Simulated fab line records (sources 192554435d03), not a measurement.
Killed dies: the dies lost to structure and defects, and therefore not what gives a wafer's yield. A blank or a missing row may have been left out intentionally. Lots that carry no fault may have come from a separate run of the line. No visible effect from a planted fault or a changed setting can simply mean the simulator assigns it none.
Chamber matching + flow n5 finfet + N5_BEOL_M0_ALD_136 on ald metal-03 has 4 sister chambers
The step deposits TaN, pulse time 2 s, purge time 3 s, co reactant purge time 2 s. 7 wafers are shown with their chamber, then 8 later ones without.

WAFERS WITH THEIR CHAMBER
| wafer  | chamber | heater power w (W) |
|--------|---------|--------------------|
| L074.6 | 0       | 427                |
| L075.5 | 1       | 493                |
| L079.2 | 1       | 500                |
| L080.6 | 2       | 448                |
| L081.3 | 2       | 465                |
| L081.5 | 3       | 386                |
| L084.2 | 3       | 389                |

WAFERS WHOSE CHAMBER IS MISSING
| wafer  | heater power w (W) |
|--------|--------------------|
| L084.3 | 454                |
| L084.6 | 382                |
| L090.3 | 387                |
| L090.5 | 454                |
| L090.6 | 383                |
| L095.3 | 429                |
| L095.4 | 495                |
| L095.5 | 387                |

WHICH CHAMBER EACH WENT THROUGH
| wafer  | from the rows above | in truth |
|--------|---------------------|----------|
| L084.3 | 2                   | 2        |
| L084.6 | 3                   | 3        |
| L090.3 | 3                   | 3        |
| L090.5 | 2                   | 2        |
| L090.6 | 3                   | 3        |
| L095.3 | 0                   | 0        |
| L095.4 | 1                   | 1        |
| L095.5 | 3                   | 3        |
Correctly placed: 8 of 8. Can't be placed from these rows: 0. 0 placed wrongly.
How it was worked out, from the rows above alone: a wafer's distance from a chamber is the root of the sum, over the readings, of the square of ((its reading less the chamber's mean) divided by the reading's scatter). The wafer belongs to the nearest chamber; if the next one is less than 2 further off, it can't be placed. Each chamber's mean is taken over the wafers shown for it. The scatter is the square root of a quotient: the sum, over the shown wafers, of each reading's squared deviation from its chamber's mean, divided by wafers minus chambers.
